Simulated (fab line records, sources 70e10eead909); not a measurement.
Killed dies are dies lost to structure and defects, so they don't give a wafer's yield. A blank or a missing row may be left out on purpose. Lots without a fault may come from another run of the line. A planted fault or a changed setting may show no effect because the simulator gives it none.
A struck lot beside a sound one | flow nand_harc | 15 steps out of a route of 1302
Sound: wafers L570.1, L570.3, L570.4. Struck: wafers L571.2, L571.3, L571.5. The cause comes at the end.
At each step with rows: each side's tool, then ch and its chambers, then its first start. Under that, the readings that differ: sound wafers | struck wafers | difference of the means | sigmas: that difference in standard deviations of wafers without a fault.
alike: readings whose means differ by less than 2 such deviations, and words and numbers that are the same on both sides. not compared: withheld readings, readings that some wafer has no value for, bounds like >300 that may hide the same value, and numbers for which the record gives no deviation and whose values overlap.
The two part at a step that has a row with sigmas, a row that says differs or no value, or rows on one side only. Numbers that don't overlap but have no deviation are shown without sigmas and don't part them. A reading that every wafer of one side lacks parts them only if that side has two wafers or more.

first, 1 step without rows for these wafers: NHARC_A_CHANNEL_HOLE_D1_SRD_29.
NHARC_A_CHANNEL_HOLE_D1_CD_MEAS_30:
  sound on cd_sem-02, day 9 23:38; struck on cd_sem-03, day 10 10:32
  alike: cd_nm
then, 1 step without rows for these wafers: NHARC_A_CHANNEL_HOLE_D1_XSEM_31.
NHARC_A_CHANNEL_HOLE_D1_INSPECT_40:
  sound on defect_inspect-02, day 9 23:49; struck on defect_inspect-01, day 10 10:44
  alike: raw_defect_count
then, 2 steps without rows for these wafers: NHARC_A_CHANNEL_FILL_D1_PRECLEAN_00 (cleans in SC1); NHARC_A_CHANNEL_FILL_D1_SRD_01.
NHARC_A_CHANNEL_FILL_D1_ALD_02: deposits SiO2, target thk 6 nm, pulse time 10 s, ald cycles 60.
  sound on ald_hk-04 ch 0,1,2, day 10 00:05; struck on ald_hk-01 ch 1,3, day 10 10:56
  alike: heater_power_w, precursor_pulse_height_rel
then, 1 step without rows for these wafers: NHARC_A_CHANNEL_FILL_D1_ALD_03 (deposits SiNx, target thk 6 nm, pulse time 60 s, ald cycles 58).
NHARC_A_CHANNEL_FILL_D1_ALD_14: deposits SiO2, target thk 2.5 nm, pulse time 10 s, ald cycles 25.
  sound on ald_hk-01 ch 0,1,2, day 10 07:08; struck on ald_hk-03 ch 2,3, day 10 17:59
  reading            | sound       | struck      | difference | sigmas
  heater_power_w (W) | 502 527 552 | 378 437 370 | -132       | -3
  alike: precursor_pulse_height_rel
NHARC_A_CHANNEL_FILL_D1_ALD_15: deposits SiNx, target thk 2 nm, pulse time 60 s, ald cycles 19.
  sound on ald_sin_batch-03 ch 0; struck on ald_sin_batch-02 ch 0
  alike: precursor_pulse_height_rel
NHARC_A_CHANNEL_FILL_D1_ALD_16: deposits SiO2, target thk 1.5 nm, pulse time 10 s, ald cycles 15.
  sound on ald_hk-04 ch 1,2,3, day 10 12:17; struck on ald_hk-03 ch 0,3, day 10 23:13
  alike: heater_power_w, precursor_pulse_height_rel
then, 1 step without rows for these wafers: NHARC_A_CHANNEL_FILL_D1_ANNEAL_17 (time 1800 s).
NHARC_A_CHANNEL_FILL_D1_CVD_18: deposits poly-Si, target thk 3 nm.
  sound on lpcvd_poly-03 ch 0, day 10 22:17; struck on lpcvd_poly-03, day 11 09:01
  no value came back on the struck wafers for spike_tc_bottom_C (C), spike_tc_centre_C (C), spike_tc_upper_C (C); on the sound wafers spike_tc_bottom_C (C) reads 572.2 573.2 573.0
NHARC_A_CHANNEL_FILL_D1_ETCHBACK_19: etches the open film in HBr/Cl2, target depth 5 nm, time 1.7 s.
  sound on rie_si-02 ch 0,2,3, day 11 00:20; struck on rie_si-03 ch 0,3, day 11 11:05
  alike: drypump_motor_current_A, mfc_cl2_sccm, oes_product_au, throttle_valve_pct
  not compared: rf_hours_counter_h
-- the record jumps here: 14 days lie between the struck wafers' starts before and after (it left off in module A_CHANNEL_FILL_D1 and takes up again in module END, whose first step shown is number 1302 of the route) --
NHARC_END_SORT_01:
  the record has rows for the struck wafers here (prober-02 ch 0, day 25 19:57) and none for the sound ones

WHERE THEY PART
First at NHARC_A_CHANNEL_FILL_D1_ALD_14; last, within this record, at NHARC_END_SORT_01.

WHY: what the simulator had put in
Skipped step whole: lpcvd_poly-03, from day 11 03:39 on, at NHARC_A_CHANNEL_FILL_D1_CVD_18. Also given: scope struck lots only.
